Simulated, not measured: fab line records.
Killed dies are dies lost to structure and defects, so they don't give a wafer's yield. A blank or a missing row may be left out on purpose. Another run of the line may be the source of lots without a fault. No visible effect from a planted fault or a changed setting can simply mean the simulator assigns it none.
fab line records	flow n5-finfet
record lots=7	wafers=18	last-day=17
route steps=1938 shown GATE_CUT@487 BEOL_M4@1111 PASSIVATION@1936
lots with no fault: from the same line, run without faults
start-h: hours from the record's first day to the start of the lot's first wafer shown	wait-h: how many hours have passed since the lot's step before this one	" unchanged from the row above	L1.1+2: a single row standing in for several wafers	- no value present, or no start provided	* or withheld: withheld	< > ~ a bound
route shown NAME@n: NAME is a module with steps in the file, n the number in the route of the first one	usual: the fault-free wafers' mean and standard deviation	same: alike in all rows	chamber/n: place in a boat	sites: each site's reading	_std_site: standard deviation across them	_edge_site: mean of outer sites minus mean of inner sites	radius-mm: for every site, how far away it sits from the centre of the wafer	mask NAME#n: copy n	behind: tool/chamber where the wafer was last shaped	hold: why the lot went on hold/how many hours it stayed there/how the hold came to an end	device: names the non-switching transistor (n, p or np)	end of line: at the end of the route, the tests of the same wafers	step lacking rows: just its recipe	killed: not the wafer's yield, but the dies lost to structure and defects at the first sort	map: per-die view of a wafer (x killed, . not killed, _ where there is no die)
set.NAME: the run value of the setting; set.NAME@STEP: its run value at that earlier step	model.NAME: the simulator's own value behind a step, which no gauge read
a table for each step, a row for each wafer; lots at some steps of the route
services: the hour from which a tool's chamber was out of use, counted from the record's first day as start-h (under 0 if before that day), plus the number of hours and why
## steps
# step N5_GATE_CUT_CD_MEAS_13
# recipe target-cd-nm=20	landing-energy-ev=500	detector=se-inlens
# usual cd-nm=20.00/0.25
lot.wafer	tool	chamber	start-h	wait-h	cd-nm
L771.1	cd-sem-03	0	83.65	-	20.11
L771.3	"	0	"	"	19.96
L771.4	"	0	"	"	20.05
L776.3	cd-sem-01	0	115.43	-	20.07
L776.5	"	0	"	"	19.94
L778.2	cd-sem-01	0	124.63	-	20.13
L778.5	"	0	"	"	20.07
L779.3	cd-sem-03	0	131.76	-	20.08
L779.5	"	0	"	"	19.99
L789.2	cd-sem-02	0	192.28	-	20.17
L789.3	"	0	"	"	19.93
L789.5	"	0	"	"	19.91
L791.1	cd-sem-01	0	209.63	-	19.66
L791.5	"	0	"	"	19.98
L791.6	"	0	"	"	20.18
L794.2	cd-sem-02	0	222.25	-	19.86
L794.3	"	0	"	"	20.15
L794.6	"	0	"	"	20.03
# step N5_GATE_CUT_OVL_MEAS_14
# recipe points-per-wafer=522
# usual GATE_CUT_OVL=-0.1/0.56
lot.wafer	tool	chamber	start-h	wait-h	GATE_CUT_OVL[nm]
L771.1	overlay-01	0	83.68	0.0	-0.2
L771.3	"	0	"	"	0.2
L771.4	"	0	"	"	-0.8
L776.3	overlay-01	0	115.47	0.0	0.3
L776.5	"	0	"	"	0.2
L778.2	overlay-01	0	124.67	0.0	-0.6
L778.5	"	0	"	"	0.2
L779.3	overlay-01	0	131.80	0.0	0.1
L779.5	"	0	"	"	0.4
L789.2	overlay-01	0	192.31	0.0	-0.4
L789.3	"	0	"	"	-0.3
L789.5	"	0	"	"	0.1
L791.1	overlay-02	0	209.66	0.0	-0.5
L791.5	"	0	"	"	0.3
L791.6	"	0	"	"	0.0
L794.2	overlay-02	0	222.29	0.0	-0.7
L794.3	"	0	"	"	0.0
L794.6	"	0	"	"	-0.1
# step N5_GATE_CUT_INSPECT_15
# recipe mode=adi	inspect-instrument=brightfield
# usual raw-defect-count=136/44
lot.wafer	tool	chamber	start-h	wait-h	raw-defect-count
L771.1	defect-inspect-02	-	83.74	0.1	122
L771.3	"	-	"	"	89
L771.4	"	-	"	"	107
L776.3	defect-inspect-02	-	115.52	0.0	138
L776.5	"	-	"	"	119
L778.2	defect-inspect-02	-	124.72	0.0	158
L778.5	"	-	"	"	182
L779.3	defect-inspect-01	-	131.84	0.0	122
L779.5	"	-	"	"	204
L789.2	defect-inspect-02	-	192.36	0.0	113
L789.3	"	-	"	"	133
L789.5	"	-	"	"	142
L791.1	defect-inspect-01	-	209.72	0.1	98
L791.5	"	-	"	"	120
L791.6	"	-	"	"	106
L794.2	defect-inspect-02	-	222.34	0.0	206
L794.3	"	-	"	"	101
L794.6	"	-	"	"	149
# step N5_GATE_CUT_DESCUM_18
# recipe chemistry=O2	time-s=7	source-power-w=50	bias-power-w=20	pressure-mtorr=20	rf-frequency-hz=2.712e+07	temp-c=40	resist=CAR-EUV	o2-flow-sccm=225
# usual drypump-motor-current-A=5.6/0.59	oes-product-au=0.77/0.079	rf-vpp-V=243.3/1.6	showerhead-plenum-p-Torr=2.10/0.097	throttle-valve-pct=20.37/0.18
lot.wafer	tool	chamber	start-h	wait-h	drypump-motor-current-A	oes-product-au	rf-hours-counter-h	rf-vpp-V	showerhead-plenum-p-Torr	throttle-valve-pct
L771.1	rie-diel-05	2	83.80	0.1	6.2	0.74	146	241.6	2.02	20.59
L771.3	"	1	"	"	6.0	0.70	222	241.5	2.07	20.66
L771.4	"	0	"	"	4.7	0.95	7	242.0	2.05	20.11
L776.3	rie-diel-03	2	115.60	0.1	5.2	0.76	131	244.9	2.19	20.32
L776.5	"	0	"	"	5.4	0.72	-	244.5	2.17	20.39
L778.2	rie-diel-03	3	124.76	0.0	5.3	0.79	108	242.5	1.93	20.17
L778.5	"	3	"	"	5.3	0.79	-	241.3	1.93	20.16
L779.3	rie-diel-03	1	131.88	0.0	5.4	0.75	162	244.1	2.18	20.27
L779.5	"	0	"	"	5.4	0.71	-	244.3	2.17	20.40
L789.2	rie-diel-03	0	192.40	0.0	5.4	0.70	231	244.4	2.16	20.41
L789.3	"	1	"	"	5.5	0.73	177	242.5	2.17	20.32
L789.5	"	3	"	"	5.2	0.76	-	241.7	1.93	20.19
L791.1	rie-diel-03	1	209.75	0.0	5.4	0.73	182	245.9	2.17	20.31
L791.5	"	2	"	"	5.1	0.74	-	244.3	2.18	20.36
L791.6	"	3	"	"	5.2	0.76	-	241.1	1.93	20.21
L794.2	rie-diel-01	2	222.71	0.4	6.3	0.73	199	244.6	2.15	20.71
L794.3	"	3	"	"	4.9	0.95	9	245.3	2.14	20.01
L794.6	"	2	"	"	6.4	0.73	-	244.4	2.15	20.73
# step N5_GATE_CUT_ETCH_28
# recipe chemistry=N2/H2	target=underlayer	target-depth-a=130	mask-material=CAR-EUV	time-s=10.4	ion-energy-ev=200	pressure-mtorr=30	source-w=840	bias-w=150	n2-flow-sccm=200	h2-flow-sccm=200	ends=cleared
# usual drypump-motor-current-A=5.6/0.6	etch-rf-on-time-s=10.34/0.17	n2-flow-sccm=200.0/0.63	oes-product-au=0.66/0.069	rf-vpp-V=524/3.3	showerhead-plenum-p-Torr=2.55/0.11	throttle-valve-pct=17.82/0.23
lot.wafer	tool	chamber	start-h	wait-h	drypump-motor-current-A	etch-rf-on-time-s	n2-flow-sccm	oes-product-au	rf-hours-counter-h	rf-vpp-V	showerhead-plenum-p-Torr	throttle-valve-pct
L771.1	rie-diel-05	2	83.83	0.0	6.3	10.42	199.9	0.63	146	521	2.44	17.88
L771.3	"	1	"	"	6.0	10.50	200.1	0.59	222	522	2.52	18.31
L771.4	"	0	"	"	4.7	10.02	199.4	0.81	7	521	2.49	17.51
L776.3	rie-diel-03	2	115.63	0.0	5.1	10.50	199.7	0.65	131	527	2.66	17.66
L776.5	"	0	"	"	5.3	10.32	199.6	0.62	-	526	2.62	17.87
L778.2	rie-diel-03	3	124.79	0.0	5.2	10.43	199.3	0.67	108	516	2.36	17.63
L778.5	"	3	"	"	5.2	10.28	200.1	0.67	-	518	2.36	17.66
L779.3	rie-diel-03	1	131.91	0.0	5.5	10.30	199.5	0.65	162	527	2.64	17.70
L779.5	"	0	"	"	5.4	10.24	200.3	0.61	-	526	2.61	17.86
L789.2	rie-diel-03	0	192.43	0.0	5.4	10.35	199.1	0.60	231	526	2.61	17.87
L789.3	"	1	"	"	5.5	10.35	199.9	0.64	177	526	2.63	17.72
L789.5	"	3	"	"	5.2	10.38	200.8	0.67	-	520	2.35	17.69
L791.1	rie-diel-03	1	209.78	0.0	5.5	10.40	200.9	0.62	182	526	2.63	17.73
L791.5	"	2	"	"	5.2	10.50	199.0	0.63	-	527	2.64	17.71
L791.6	"	3	"	"	5.2	10.51	201.0	0.65	-	520	2.35	17.70
L794.2	rie-diel-01	2	222.74	0.0	6.3	10.27	200.5	0.62	199	526	2.63	18.32
L794.3	"	3	"	"	4.9	9.95	200.3	0.81	9	525	2.61	17.46
L794.6	"	2	"	"	6.3	10.26	201.0	0.63	-	527	2.63	18.33
# step N5_GATE_CUT_ETCH_36
# recipe chemistry=CF4	target=SiARC	target-depth-a=130	mask-material=CAR-EUV	time-s=21.7	ion-energy-ev=80	pressure-mtorr=40	source-w=545	bias-w=36	Ar_flow_sccm=100	cf4-flow-sccm=100	ends=cleared
# usual drypump-motor-current-A=5.6/0.6	etch-rf-on-time-s=21.5/0.34	oes-product-au=0.66/0.069	rf-vpp-V=184.1/1.5	showerhead-plenum-p-Torr=2.15/0.089	throttle-valve-pct=15.57/0.18
lot.wafer	tool	chamber	start-h	wait-h	drypump-motor-current-A	etch-rf-on-time-s	oes-product-au	rf-hours-counter-h	rf-vpp-V	showerhead-plenum-p-Torr	throttle-valve-pct
L771.1	rie-diel-05	2	83.85	0.0	6.2	21.9	0.63	146	184.2	2.06	15.67
L771.3	"	1	"	"	6.0	21.8	0.59	222	183.9	2.11	15.85
L771.4	"	0	"	"	4.6	20.8	0.82	7	183.2	2.11	15.32
L776.3	rie-diel-03	2	115.65	0.0	5.2	21.5	0.66	131	185.3	2.22	15.47
L776.5	"	0	"	"	5.4	21.8	0.62	-	184.8	2.21	15.56
L778.2	rie-diel-03	3	124.81	0.0	5.2	21.7	0.68	108	182.0	2.00	15.43
L778.5	"	3	"	"	5.2	21.6	0.67	-	182.2	2.00	15.44
L779.3	rie-diel-03	1	131.93	0.0	5.4	21.5	0.64	162	183.8	2.22	15.46
L779.5	"	0	"	"	5.4	21.4	0.61	-	187.1	2.21	15.57
L789.2	rie-diel-03	0	192.45	0.0	5.3	21.7	0.60	231	184.9	2.20	15.61
L789.3	"	1	"	"	5.4	21.7	0.63	177	184.8	2.21	15.50
L789.5	"	3	"	"	5.2	21.7	0.66	-	180.4	1.99	15.48
L791.1	rie-diel-03	1	209.80	0.0	5.4	21.5	0.62	182	184.3	2.21	15.50
L791.5	"	2	"	"	5.2	21.9	0.62	-	185.3	2.21	15.54
L791.6	"	3	"	"	5.2	22.0	0.64	-	182.1	1.99	15.48
L794.2	rie-diel-01	2	222.76	0.0	6.4	21.6	0.63	199	184.8	2.21	15.96
L794.3	"	3	"	"	4.8	21.0	0.81	9	185.4	2.20	15.21
L794.6	"	2	"	"	6.4	21.7	0.62	-	184.1	2.21	15.97
# step N5_GATE_CUT_ETCH_37
# recipe chemistry=N2/H2	target=SOC	target-depth-a=600	overetch-a=120	mask-material=SiARC	temp-c=40	time-s=90	ion-energy-ev=200	pressure-mtorr=30	source-w=840	bias-w=150	n2-flow-sccm=200	h2-flow-sccm=200
# usual drypump-motor-current-A=5.6/0.59	n2-flow-sccm=200.0/0.62	oes-product-au=0.69/0.067	rf-vpp-V=524/3.2	showerhead-plenum-p-Torr=2.55/0.11	throttle-valve-pct=17.79/0.23
lot.wafer	tool	chamber	start-h	wait-h	drypump-motor-current-A	n2-flow-sccm	oes-product-au	rf-hours-counter-h	rf-vpp-V	showerhead-plenum-p-Torr	throttle-valve-pct
L771.1	rie-diel-05	2	83.88	0.0	6.2	200.9	0.66	146	521	2.44	17.85
L771.3	"	1	"	"	6.0	199.9	0.63	222	523	2.52	18.29
L771.4	"	0	"	"	4.7	199.8	0.83	7	521	2.49	17.49
L776.3	rie-diel-03	2	115.68	0.0	5.1	199.1	0.69	131	526	2.66	17.63
L776.5	"	0	"	"	5.3	200.3	0.65	-	526	2.62	17.82
L778.2	rie-diel-03	3	124.84	0.0	5.2	199.8	0.70	108	519	2.36	17.62
L778.5	"	3	"	"	5.2	200.3	0.70	-	519	2.36	17.64
L779.3	rie-diel-03	1	131.96	0.0	5.4	199.9	0.67	162	527	2.64	17.68
L779.5	"	0	"	"	5.4	199.1	0.64	-	526	2.61	17.83
L789.2	rie-diel-03	0	192.48	0.0	5.4	200.4	0.63	231	525	2.61	17.87
L789.3	"	1	"	"	5.5	199.9	0.66	177	528	2.63	17.71
L789.5	"	3	"	"	5.2	200.1	0.69	-	517	2.35	17.65
L791.1	rie-diel-03	1	209.83	0.0	5.4	199.9	0.66	182	526	2.63	17.70
L791.5	"	2	"	"	5.1	198.9	0.66	-	525	2.64	17.69
L791.6	"	3	"	"	5.2	200.1	0.68	-	519	2.35	17.68
L794.2	rie-diel-01	2	222.79	0.0	6.3	200.7	0.65	199	526	2.63	18.29
L794.3	"	3	"	"	4.9	199.5	0.83	9	524	2.61	17.42
L794.6	"	2	"	"	6.4	199.6	0.65	-	527	2.63	18.30
# step N5_GATE_CUT_STRIP_38
# recipe chemistry=N2/H2	temp-c=40	n2-flow-sccm=200	h2-flow-sccm=200	rf-frequency-hz=6e+07
# step N5_GATE_CUT_STRIP_39
# recipe chemistry=N2/H2	temp-c=40	n2-flow-sccm=200	h2-flow-sccm=200	rf-frequency-hz=6e+07
# step N5_GATE_CUT_HM_OPEN_40
# recipe chemistry=C4F6/O2	target=SiO2	mask-material=SiARC	target-depth-a=1390	time-s=85.1	ion-energy-ev=250	pressure-mtorr=30	source-w=345	bias-w=185	Ar_flow_sccm=300	C4F6_flow_sccm=10	O2_flow_sccm=10	ends=cleared
# step N5_GATE_CUT_STRIP_41
# recipe chemistry=CF4	resist=SiARC	power-w=300	bias-power-w=75	pressure-mtorr=50	cf4-flow-sccm=150	rf-frequency-hz=6e+07
# usual drypump-motor-current-A=5.6/0.6	oes-product-au=0.178/0.017	rf-vpp-V=271.4/1.8	showerhead-plenum-p-Torr=1.80/0.073	throttle-valve-pct=13.56/0.19
lot.wafer	tool	chamber	start-h	wait-h	drypump-motor-current-A	oes-product-au	rf-hours-counter-h	rf-vpp-V	showerhead-plenum-p-Torr	throttle-valve-pct
L771.1	rie-diel-05	2	84.02	0.0	6.2	0.169	147	268.5	1.72	13.65
L771.3	"	1	"	"	6.0	0.163	222	270.2	1.77	13.88
L771.4	"	0	"	"	4.7	0.217	7	271.6	1.76	13.24
L776.3	rie-diel-03	2	115.82	0.0	5.1	0.177	131	272.3	1.86	13.48
L776.5	"	0	"	"	5.4	0.165	-	272.8	1.85	13.59
L778.2	rie-diel-03	3	124.98	0.0	5.2	0.185	108	269.1	1.68	13.44
L778.5	"	3	"	"	5.2	0.181	-	269.5	1.68	13.41
L779.3	rie-diel-03	1	132.10	0.0	5.4	0.175	162	271.3	1.85	13.45
L779.5	"	0	"	"	5.4	0.165	-	273.6	1.85	13.61
L789.2	rie-diel-03	0	192.62	0.0	5.4	0.161	231	272.7	1.85	13.63
L789.3	"	1	"	"	5.4	0.172	177	273.2	1.85	13.49
L789.5	"	3	"	"	5.2	0.180	-	268.6	1.67	13.48
L791.1	rie-diel-03	1	209.97	0.0	5.4	0.167	182	273.0	1.85	13.48
L791.5	"	2	"	"	5.2	0.174	-	272.3	1.86	13.54
L791.6	"	3	"	"	5.2	0.172	-	267.3	1.67	13.49
L794.2	rie-diel-01	2	222.93	0.0	6.3	0.168	199	272.2	1.85	13.93
L794.3	"	3	"	"	4.9	0.220	9	270.8	1.84	13.15
L794.6	"	2	"	"	6.4	0.164	-	270.5	1.85	13.93
# step N5_GATE_CUT_STRIP_42
# recipe chemistry=O2	power-w=400	temp-c=40	pressure-mtorr=30	rf-frequency-hz=6e+07	bias-power-w=0	overash-fraction=0.3	o2-flow-sccm=225
# step N5_GATE_CUT_ETCH_19
# recipe chemistry=CH3F/O2	target=SiNx	mask-material=SiO2	target-depth-a=537	time-s=76.7	pressure-mtorr=30	source-w=395	bias-w=73	Ar_flow_sccm=150	CH3F_flow_sccm=30	O2_flow_sccm=20	ion-energy-ev=120	ends=cleared
# usual drypump-motor-current-A=5.6/0.59	etch-rf-on-time-s=76.7/0.95	oes-product-au=0.66/0.069	rf-vpp-V=296.5/2.6	showerhead-plenum-p-Torr=2.00/0.089	throttle-valve-pct=16.31/0.18
lot.wafer	tool	chamber	start-h	wait-h	drypump-motor-current-A	etch-rf-on-time-s	oes-product-au	rf-hours-counter-h	rf-vpp-V	showerhead-plenum-p-Torr	throttle-valve-pct
L771.1	rie-diel-05	2	84.08	0.0	6.2	76.8	0.63	147	294.4	1.92	16.43
L771.3	"	1	"	"	6.0	77.1	0.60	222	300.3	1.97	16.57
L771.4	"	0	"	"	4.7	74.8	0.82	7	294.4	1.97	16.08
L776.3	rie-diel-03	2	115.88	0.0	5.2	54.2	0.81	131	295.0	2.08	16.24
L776.5	"	0	"	"	5.3	54.1	0.76	-	298.9	2.06	16.29
L778.2	rie-diel-03	3	125.04	0.0	5.2	77.2	0.67	108	295.8	1.85	16.14
L778.5	"	3	"	"	5.3	54.2	0.83	-	295.6	1.85	16.16
L779.3	rie-diel-03	1	132.16	0.0	5.4	53.8	0.80	162	299.7	2.08	16.22
L779.5	"	0	"	"	5.4	54.4	0.75	-	301.5	2.06	16.30
L789.2	rie-diel-03	0	192.68	0.0	5.3	77.7	0.60	231	299.1	2.05	16.30
L789.3	"	1	"	"	5.4	76.1	0.63	177	297.6	2.08	16.26
L789.5	"	3	"	"	5.2	77.1	0.66	-	295.1	1.84	16.17
L791.1	rie-diel-03	1	210.03	0.0	5.4	75.8	0.63	182	299.6	2.07	16.26
L791.5	"	2	"	"	5.2	77.8	0.63	-	295.1	2.08	16.26
L791.6	"	3	"	"	5.2	77.4	0.65	-	295.6	1.84	16.16
L794.2	rie-diel-01	2	222.99	0.0	6.3	77.6	0.62	199	295.0	2.06	16.69
L794.3	"	3	"	"	4.9	74.5	0.80	9	294.7	2.06	15.97
L794.6	"	2	"	"	6.4	77.3	0.62	-	296.1	2.06	16.68
# step N5_GATE_CUT_CUT_ETCH_53
# recipe chemistry=SF6/Cl2	target=W	mask-material=SiO2	target-depth-a=792	pressure-mtorr=8	icp-w=900	bias-w=80	SF6_flow_sccm=40	Cl2_flow_sccm=60	ends=cleared
# step N5_BEOL_M4_RC_MEAS_101
# usual DIBL_N=36.3/1	DIBL_P=36.2/1.4	IOFF_N=0.157/0.021	IOFF_P=0.206/0.025	ION_N=673/9	ION_P=461/6.4	SS_N=71.5/0.5	SS_P=73.2/0.47	VT_N=249.9/2.4	VT_P=-250.6/2.9
lot.wafer	tool	chamber	start-h	wait-h	DIBL_N[mV/V]	DIBL_P[mV/V]	IOFF_N[nA/um]	IOFF_P[nA/um]	ION_N[uA/um]	ION_P[uA/um]	SS_N[mV/dec]	SS_P[mV/dec]	VT_N[mV]	VT_P[mV]
L771.1	prober-01	0	168.10	0.0	35.9	36.1	0.139	0.178	662	456	71.5	73.0	249.5	-254.4
L771.3	"	0	"	"	36.2	36.0	0.142	0.190	675	461	71.3	72.7	249.2	-254.6
L771.4	"	0	"	"	35.8	35.3	0.131	0.169	663	453	71.9	72.6	251.9	-255.3
L776.3	prober-02	0	199.95	0.3	34.5	34.7	0.138	0.184	673	465	71.1	73.2	250.4	-249.8
L776.5	"	0	"	"	36.5	37.6	0.159	0.216	663	454	71.3	73.7	252.1	-251.2
L778.2	prober-01	0	205.92	0.2	35.4	36.7	0.171	0.242	685	475	71.3	73.3	246.4	-247.5
L778.5	"	0	"	"	36.5	37.6	0.194	0.253	675	463	73.0	73.9	245.6	-245.2
L779.3	prober-02	0	206.75	0.3	37.0	36.5	0.158	0.193	686	465	71.8	73.1	249.2	-253.4
L779.5	"	0	"	"	37.7	36.6	0.166	0.201	666	456	71.8	73.0	249.7	-252.3
L789.2	prober-01	0	271.26	0.2	36.2	35.9	0.151	0.209	676	466	71.1	72.9	249.4	-249.9
L789.3	"	0	"	"	36.5	36.0	0.153	0.212	676	463	71.5	72.7	250.3	-248.4
L789.5	"	0	"	"	36.6	36.2	0.152	0.218	670	466	71.2	73.3	250.0	-247.1
L791.1	prober-01	0	287.14	0.7	35.0	35.7	0.142	0.211	672	465	71.1	73.6	251.9	-249.7
L791.5	"	0	"	"	34.8	34.8	0.135	0.197	663	460	71.2	72.9	253.0	-250.3
L791.6	"	0	"	"	34.8	35.1	0.132	0.201	666	462	71.5	73.0	251.2	-251.1
L794.2	prober-02	0	306.72	0.2	35.5	37.7	0.165	0.194	679	464	71.2	73.0	245.6	-249.8
L794.3	"	0	"	"	37.6	40.5	0.204	0.238	683	466	72.0	74.0	246.8	-250.4
L794.6	"	0	"	"	36.9	40.0	0.204	0.231	686	463	71.8	74.2	245.4	-250.8
# step N5_PASSIVATION_PROBE_49
# usual defect-limited-yield=91.1/1.3	killed_at_M0_to_M3=36/10	killed_at_M4_up=14/4.4	killed-at-contacts=14/5.7	killed-at-front-end=39/9.4	killed-at-other=2.9/2.6	killed-dies=105/15	killed-open=70/12	killed-short=34/7.1	sort_bin_5_function=5.3/0.77	sort_bin_6_memory=3.3/0.66	sort-n-pass=1075/15	sort-yield-pct=91.1/1.3
# same gross-dies=1180	killed-at-back-side=0	sort_bin_4_leakage[%]=0	sort_bin_8_speed[%]=0
lot.wafer	tool	chamber	start-h	wait-h	defect-limited-yield[%]	killed_at_M0_to_M3	killed_at_M4_up	killed-at-contacts	killed-at-front-end	killed-at-other	killed-dies	killed-open	killed-short	sort_bin_5_function[%]	sort_bin_6_memory[%]	sort-n-pass	sort-yield-pct[%]
L771.1	prober-02	-	274.87	0.0	91.1	21	18	21	38	7	105	79	26	5.7	2.7	1075	91.1
L771.3	prober-02	-	274.97	0.1	92.1	33	20	15	25	0	93	69	24	4.8	2.8	1087	92.1
L771.4	prober-02	-	275.02	0.2	91.3	44	11	22	25	1	103	76	27	5.5	2.9	1077	91.3
# killed by level:class
L771.1 MOL_CONTACT_COAG:geometric-particle:open=16 BEOL_M4:geometric-particle:open=13 STI_FIN_REVEAL:geometric-particle:open=10 BEOL_M0_SAQP:geometric-particle:open=6 FIN_SAQP:geometric-particle:short=5 DUMMY_GATE:geometric-particle:open=5 MOL_CONTACT_COAG:geometric-particle:short=5 BEOL_M2:geometric-particle:open=5
L771.3 MOL_CONTACT_COAG:geometric-particle:open=13 BEOL_M0_SAQP:geometric-particle:short=8 BEOL_M4:geometric-particle:open=8 BEOL_M0_SAQP:geometric-particle:open=7 DUMMY_GATE:geometric-particle:open=6 BEOL_M3:geometric-particle:open=5 FIN_SAQP:geometric-particle:open=4 GATE_CUT:geometric-particle:short=3
L771.4 MOL_CONTACT_COAG:geometric-particle:open=18 BEOL_M3:geometric-particle:open=15 BEOL_M0_SAQP:geometric-particle:open=13 FIN_SAQP:geometric-particle:short=8 BEOL_M2:geometric-particle:open=7 BEOL_M0_SAQP:geometric-particle:short=6 MOL_CONTACT_COAG:geometric-particle:short=4 BEOL_M4:geometric-particle:open=4
## services
tool	chamber	start-h	hours	kind
rie-diel-05	-	61.15	0.7	repair
rie-diel-01	1	67.90	-	clean
rie-diel-01	1	67.90	-	consumable-replace:focus-ring
rie-diel-01	1	67.90	-	consumable-replace:showerhead
rie-diel-01	1	67.90	21.2	scheduled-down
rie-diel-01	1	67.90	21.2	vent-cycle
rie-diel-05	-	76.88	0.9	repair
rie-diel-03	1	95.95	26.3	repair
rie-diel-05	2	110.34	6.6	repair
rie-diel-05	-	125.78	2.8	pm
rie-diel-01	3	132.83	3.4	repair
rie-diel-03	-	137.82	2.8	pm
rie-diel-01	0	171.33	5.5	repair
rie-diel-01	3	177.07	-	clean
rie-diel-01	3	177.07	-	consumable-replace:focus-ring
rie-diel-01	3	177.07	20.5	scheduled-down
rie-diel-01	3	177.07	20.5	vent-cycle
rie-diel-05	1	180.70	-	clean
rie-diel-05	1	180.70	-	consumable-replace:focus-ring
rie-diel-05	1	180.70	22.6	scheduled-down
rie-diel-05	1	180.70	22.6	vent-cycle
rie-diel-01	0	197.61	-	clean
rie-diel-01	0	197.61	-	consumable-replace:focus-ring
rie-diel-01	-	202.49	2.8	pm
## key
first-sign step=N5_GATE_CUT_ETCH_19	reading=etch-rf-on-time-s	direction=down	sigmas=24	usual=*	struck=*
effect step=N5_GATE_CUT_ETCH_19	reading=oes-product-au	direction=up	sigmas=1.9	usual=0.66	struck=0.79
met-at N5_GATE_CUT_ETCH_19
struck-wafers L776.3,L776.5,L778.5,L779.3,L779.5
fault kind=process-parameter-drift	tool=rie-diel-03	chamber=-	onset-h=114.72	steps=N5_GATE_CUT_ETCH_19	channel=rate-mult	offset=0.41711	shape=step	end-h=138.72	scope=struck-wafers-only
